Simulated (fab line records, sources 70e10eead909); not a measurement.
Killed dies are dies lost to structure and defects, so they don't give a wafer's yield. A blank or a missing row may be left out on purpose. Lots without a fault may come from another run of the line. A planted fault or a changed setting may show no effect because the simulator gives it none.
fab line records | flow nand_harc
record lots=13 wafers=39 last_day=33
route steps=1302 shown P_GATE@200 P_CONTACT@229
lots that met no fault: from a run of the same line without faults
start_h: hours from the record's first day to the start of the lot's first wafer shown | wait_h: hours since the lot's step before | " the same as in the row above | L1.1+2: a row that stands for several wafers | - no value, or no start given | * or withheld: withheld | < > ~ a bound
route shown NAME@n: a module of which the file shows steps, and the number in the route of the first | usual: mean/standard deviation of fault-free wafers | same: alike in all rows | chamber/n: place in a boat | sites: the reading at each site | _std_site: their standard deviation | _edge_site: outer sites' mean less inner sites' | radius_mm: how far each site lies from the wafer's centre | mask NAME#n: copy n | behind: the tool/chamber that last shaped the wafer | hold: why the lot was held/for how many hours/how that ended | device: the transistor (n, p or np) that didn't switch | end of line: the same wafers' tests at the end of the route | a step without rows: its recipe alone | killed: dies lost to structure and defects at the first sort, not the wafer's yield | map: a wafer's dies, x killed, . not, _ none there
set.NAME: the setting as run; set.NAME@STEP: as run at that earlier step | model.NAME: the simulator's own value behind a step, which no gauge read
steps of the route over a sample of lots; a table a step, a row a wafer
services: from which hour (start_h, from the record's first day; less than 0 if before it) a tool's chamber was out of use, for how many hours, and why
## steps
# step NHARC_P_GATE_CD_MEAS_91
# recipe target_cd_nm=2000 landing_energy_ev=500
# usual cd_nm=1999.1/2.3
# columns lot.wafer tool chamber start_h wait_h cd_nm
L307.2 cd_sem-02 0 116.85 - 2002.1
L307.3 " 0 " " 2000.9
L307.4 " 0 " " 1996.3
L308.1 cd_sem-03 0 125.21 - 1995.0
L308.2 " 0 " " 1999.4
L308.4 " 0 " " 1994.5
L309.1 cd_sem-01 0 129.93 - 1996.9
L309.3 " 0 " " 1999.9
L309.5 " 0 " " 1999.5
L310.1 cd_sem-03 0 141.34 - 1999.1
L310.3 " 0 " " 1996.0
L310.4 " 0 " " 1999.0
L311.1 cd_sem-03 0 161.81 - 1996.1
L311.3 " 0 " " 1998.3
L311.6 " 0 " " 1996.5
L312.3 cd_sem-03 0 162.58 - 2000.9
L312.4 " 0 " " 1997.6
L312.6 " 0 " " 1996.5
L315.1 cd_sem-01 0 197.11 - 1998.6
L315.2 " 0 " " 1997.3
L315.5 " 0 " " 1998.8
L316.2 cd_sem-03 0 203.82 - 2001.4
L316.4 " 0 " " 1996.6
L316.5 " 0 " " 2001.8
L318.4 cd_sem-02 0 224.13 - 1998.0
L318.5 " 0 " " 2000.0
L318.6 " 0 " " 2000.6
L319.1 cd_sem-02 0 230.68 - 2001.0
L319.2 " 0 " " 1997.5
L319.4 " 0 " " 2001.6
L327.1 cd_sem-03 0 319.14 - 1999.8
L327.3 " 0 " " 1997.6
L327.4 " 0 " " 2000.0
L329.1 cd_sem-02 0 335.68 - 2000.4
L329.2 " 0 " " 1999.8
L329.5 " 0 " " 2001.7
L330.2 cd_sem-02 0 340.04 - 2001.9
L330.3 " 0 " " 1999.5
L330.4 " 0 " " 2003.2
# step NHARC_P_GATE_STRIP_113
# recipe power_w=1500 temp_c=110 time_s=740 chemistry=N2/H2
# usual drypump_motor_current_A=5.59/0.18 heater_power_w=83/4.9
# columns lot.wafer tool chamber start_h wait_h drypump_motor_current_A heater_power_w rf_hours_counter_h
L307.2 plasma_asher-01 0 117.50 0.3 5.33 83 26
L307.4 " 1 " " 5.69 77 -
L307.3 " 0 " " 5.34 84 -
L308.2 plasma_asher-01 1 125.74 0.2 5.63 77 28
L308.1 " 0 " " 5.32 83 28
L308.4 " 1 " " 5.66 81 -
L309.1 plasma_asher-02 0 130.58 0.3 5.76 89 9
L309.3 " 0 " " 5.76 89 -
L309.5 " 0 " " 5.78 91 -
L310.1 plasma_asher-01 1 141.89 0.2 5.67 77 32
L310.3 " 1 " " 5.70 77 -
L310.4 " 0 " " 5.34 85 -
L311.1 plasma_asher-02 1 162.33 0.2 5.69 74 14
L311.3 " 1 " " 5.69 73 -
L311.6 " 1 " " 5.67 74 -
L312.4 plasma_asher-01 1 163.34 0.3 5.68 79 -
L312.3 " 0 " " 5.34 84 -
L312.6 " 1 " " 5.70 79 -
L315.1 plasma_asher-01 0 197.64 0.2 5.39 79 4
L315.2 " 1 " " 5.69 84 4
L315.5 " 0 " " 5.34 80 -
L316.2 plasma_asher-02 0 204.72 0.5 5.76 91 24
L316.4 " 0 " " 5.77 88 -
L316.5 " 0 " " 5.79 87 -
L318.4 plasma_asher-01 0 224.89 0.3 5.35 81 -
L318.6 " 0 " " 5.34 81 -
L318.5 " 1 " " 5.63 87 -
L319.2 plasma_asher-02 0 231.20 0.2 5.78 88 29
L319.1 " 1 " " 5.68 75 29
L319.4 " 1 " " 5.69 76 -
L327.1 plasma_asher-01 1 319.78 0.3 5.68 86 31
L327.3 " 0 " " 5.32 79 -
L327.4 " 1 " " 5.65 86 -
L329.2 plasma_asher-01 0 336.20 0.2 5.36 82 34
L329.1 " 1 " " 5.67 87 34
L329.5 " 0 " " 5.34 82 -
L330.2 plasma_asher-01 1 340.69 0.3 5.66 88 36
L330.3 " 0 " " 5.34 81 -
L330.4 " 1 " " 5.66 83 -
# step NHARC_P_GATE_STRIP_95
# recipe power_w=1500 temp_c=250 chemistry=O2
# usual drypump_motor_current_A=5.59/0.17 heater_power_w=310/18
# columns lot.wafer tool chamber start_h wait_h drypump_motor_current_A heater_power_w rf_hours_counter_h
L307.2 plasma_asher-01 0 118.11 0.5 5.35 319 27
L307.4 " 1 " " 5.65 295 -
L307.3 " 0 " " 5.39 324 -
L308.2 plasma_asher-01 1 126.45 0.6 5.63 293 29
L308.1 " 0 " " 5.36 322 29
L308.4 " 1 " " 5.65 296 -
L309.1 plasma_asher-02 0 131.19 0.5 5.79 324 9
L309.3 " 0 " " 5.79 332 -
L309.5 " 0 " " 5.79 334 -
L310.1 plasma_asher-01 1 142.61 0.6 5.66 296 33
L310.3 " 1 " " 5.65 290 -
L310.4 " 0 " " 5.38 315 -
L311.1 plasma_asher-02 1 163.05 0.6 5.69 279 15
L311.3 " 1 " " 5.70 279 -
L311.6 " 1 " " 5.68 280 -
L312.4 plasma_asher-01 1 163.85 0.4 5.64 289 -
L312.3 " 0 " " 5.33 321 -
L312.6 " 1 " " 5.61 288 -
L315.1 plasma_asher-01 0 198.35 0.6 5.31 303 4
L315.2 " 1 " " 5.66 317 4
L315.5 " 0 " " 5.31 307 -
L316.2 plasma_asher-02 0 205.34 0.5 5.80 333 25
L316.4 " 0 " " 5.77 336 -
L316.5 " 0 " " 5.76 332 -
L318.4 plasma_asher-01 0 225.40 0.4 5.33 307 -
L318.6 " 0 " " 5.35 296 -
L318.5 " 1 " " 5.68 325 -
L319.2 plasma_asher-02 0 231.91 0.6 5.76 334 29
L319.1 " 1 " " 5.67 280 29
L319.4 " 1 " " 5.69 281 -
L327.1 plasma_asher-01 1 320.38 0.5 5.69 320 32
L327.3 " 0 " " 5.34 303 -
L327.4 " 1 " " 5.68 319 -
L329.2 plasma_asher-01 0 336.91 0.6 5.33 296 35
L329.1 " 1 " " 5.62 318 35
L329.5 " 0 " " 5.31 302 -
L330.2 plasma_asher-01 1 341.30 0.5 5.64 328 37
L330.3 " 0 " " 5.35 306 -
L330.4 " 1 " " 5.66 322 -
# step NHARC_P_CONTACT_EXPOSE_09
# recipe na=1.35 target_cd_nm=90 dose_mj=81.26 mask_id=P_CA
# usual exposure_dose_mJ_cm2=81.28/0.083
# columns lot.wafer tool chamber start_h wait_h mask exposure_dose_mJ_cm2
L307.2 arfi_scanner-03 0 121.50 - P_CA#0 81.37
L307.3 " 0 " " P_CA#0 81.27
L307.4 " 0 " " P_CA#0 81.22
L308.1 arfi_scanner-02 0 129.75 - P_CA#0 81.28
L308.2 " 0 " " P_CA#0 81.12
L308.4 " 0 " " P_CA#0 81.28
L309.1 arfi_scanner-02 0 134.43 - P_CA#0 81.28
L309.3 " 0 " " P_CA#0 81.28
L309.5 " 0 " " P_CA#0 81.24
L310.1 arfi_scanner-02 0 146.00 - P_CA#0 81.26
L310.3 " 0 " " P_CA#0 81.34
L310.4 " 0 " " P_CA#0 81.18
L311.1 arfi_scanner-02 0 166.20 - P_CA#0 81.21
L311.3 " 0 " " P_CA#0 81.29
L311.6 " 0 " " P_CA#0 81.39
L312.3 arfi_scanner-03 0 167.27 - P_CA#0 81.27
L312.4 " 0 " " P_CA#0 81.41
L312.6 " 0 " " P_CA#0 81.34
L315.1 arfi_scanner-03 0 201.67 - P_CA#0 81.23
L315.2 " 0 " " P_CA#0 81.24
L315.5 " 0 " " P_CA#0 81.24
L316.2 arfi_scanner-03 0 208.63 - P_CA#0 81.21
L316.4 " 0 " " P_CA#0 81.36
L316.5 " 0 " " P_CA#0 81.31
L318.4 arfi_scanner-03 0 228.58 - P_CA#0 84.03
L318.5 " 0 " " P_CA#0 84.09
L318.6 " 0 " " P_CA#0 84.05
L319.1 arfi_scanner-02 0 235.32 - P_CA#0 81.23
L319.2 " 0 " " P_CA#0 81.23
L319.4 " 0 " " P_CA#0 81.23
L327.1 arfi_scanner-01 0 323.67 - P_CA#0 81.48
L327.3 " 0 " " P_CA#0 81.53
L327.4 " 0 " " P_CA#0 81.35
L329.1 arfi_scanner-03 0 340.22 - P_CA#0 81.19
L329.2 " 0 " " P_CA#0 81.24
L329.5 " 0 " " P_CA#0 81.24
L330.2 arfi_scanner-03 0 344.45 - P_CA#0 81.19
L330.3 " 0 " " P_CA#0 81.32
L330.4 " 0 " " P_CA#0 81.36
# step NHARC_P_CONTACT_CD_MEAS_12
# recipe target_cd_nm=90 landing_energy_ev=500
# usual cd_nm=90.5/0.63
# columns lot.wafer tool chamber start_h wait_h hold cd_nm
L307.2 cd_sem-01 0 121.63 - - 90.8
L307.3 " 0 " " - 90.2
L307.4 " 0 " " - 89.5
L308.1 cd_sem-03 0 129.88 - - 90.5
L308.2 " 0 " " - 91.7
L308.4 " 0 " " - 90.5
L309.1 cd_sem-01 0 134.57 - - 89.7
L309.3 " 0 " " - 90.0
L309.5 " 0 " " - 90.0
L310.1 cd_sem-02 0 146.14 - - 89.9
L310.3 " 0 " " - 90.4
L310.4 " 0 " " - 91.4
L311.1 cd_sem-03 0 166.34 - - 90.9
L311.3 " 0 " " - 90.1
L311.6 " 0 " " - 90.3
L312.3 cd_sem-02 0 167.41 - - 89.6
L312.4 " 0 " " - 90.9
L312.6 " 0 " " - 89.9
L315.1 cd_sem-01 0 201.81 - - 91.1
L315.2 " 0 " " - 90.2
L315.5 " 0 " " - 91.4
L316.2 cd_sem-01 0 208.77 - - 90.2
L316.4 " 0 " " - 89.6
L316.5 " 0 " " - 90.6
L318.4 cd_sem-01 0 228.72 - await_dispo/0.2h/release 85.1
L318.5 " 0 " " await_dispo/0.2h/release 86.0
L318.6 " 0 " " await_dispo/0.2h/release 92.1
L318.4 cd_sem-01 0 - - - 85.6
L318.5 " 0 " " - 85.9
L318.6 " 0 " " - 92.8
L319.1 cd_sem-03 0 235.46 - - 89.7
L319.2 " 0 " " - 90.6
L319.4 " 0 " " - 90.2
L327.1 cd_sem-01 0 323.81 - - 90.8
L327.3 " 0 " " - 90.4
L327.4 " 0 " " - 90.0
L329.1 cd_sem-03 0 340.36 - - 91.5
L329.2 " 0 " " - 90.2
L329.5 " 0 " " - 90.9
L330.2 cd_sem-03 0 344.59 - - 91.8
L330.3 " 0 " " - 91.8
L330.4 " 0 " " - 90.6
## services
# columns tool chamber start_h hours kind
arfi_scanner-01 - 94.75 0.9 repair
arfi_scanner-03 - 111.17 8.9 repair
arfi_scanner-01 - 132.99 20.4 repair
arfi_scanner-02 - 140.00 4.0 pm
plasma_asher-01 - 165.76 9.0 pm
plasma_asher-01 0 165.76 9.0 vent_cycle
plasma_asher-01 1 165.76 9.0 vent_cycle
plasma_asher-01 0 174.76 - clean
plasma_asher-01 1 174.76 - clean
arfi_scanner-01 - 183.87 4.2 repair
arfi_scanner-03 - 196.00 4.0 pm
plasma_asher-01 - 202.61 3.5 repair
arfi_scanner-01 - 210.08 0.2 repair
arfi_scanner-03 - 244.73 1.3 repair
plasma_asher-02 - 249.05 9.0 pm
plasma_asher-02 0 249.05 9.0 vent_cycle
plasma_asher-02 1 249.05 9.0 vent_cycle
arfi_scanner-01 - 257.94 4.0 pm
arfi_scanner-02 - 312.00 4.0 pm
arfi_scanner-03 - 312.58 1.9 repair
plasma_asher-02 - 328.89 4.2 repair
plasma_asher-01 - 342.76 9.0 pm
plasma_asher-01 0 342.76 9.0 vent_cycle
plasma_asher-01 1 342.76 9.0 vent_cycle
## key
first_sign step=NHARC_P_CONTACT_EXPOSE_09 reading=exposure_dose_mJ_cm2 direction=up sigmas=33 usual=81.28 struck=84.06
effect step=NHARC_P_CONTACT_CD_MEAS_12 reading=visit direction=added through=control_loop
met_at NHARC_P_CONTACT_EXPOSE_09
struck_lots L318
sort_left_out L318.4,L318.5,L318.6
tester_left_out L318
loop_trim step=NHARC_P_CONTACT_EXPOSE_09 setting=dose lots=L318
not_acting_at NHARC_P_GATE_CD_MEAS_91,NHARC_P_GATE_STRIP_113,NHARC_P_GATE_STRIP_95
onset_between 208.63 228.58
fault kind=process_parameter_drift tool=arfi_scanner-03 chamber=- onset_h=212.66 steps=NHARC_P_CONTACT_EXPOSE_09 channel=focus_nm offset=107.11 spread_by_wafer=0.3 shape=step end_h=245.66
# tester_left_out: of these lots the tester's yield and bins aren't shown, on N5 and GAA mostly nor the transistor test; their killed dies are dies lost to structure and defects alone, not to doping, threshold or leakage, so they don't give the yield
# sort_left_out: the simulated sort isn't trusted on such a fault, so these wafers' sort isn't shown, and their yield isn't known
# loop_trim: a control loop set the setting to another value than it would have without faults
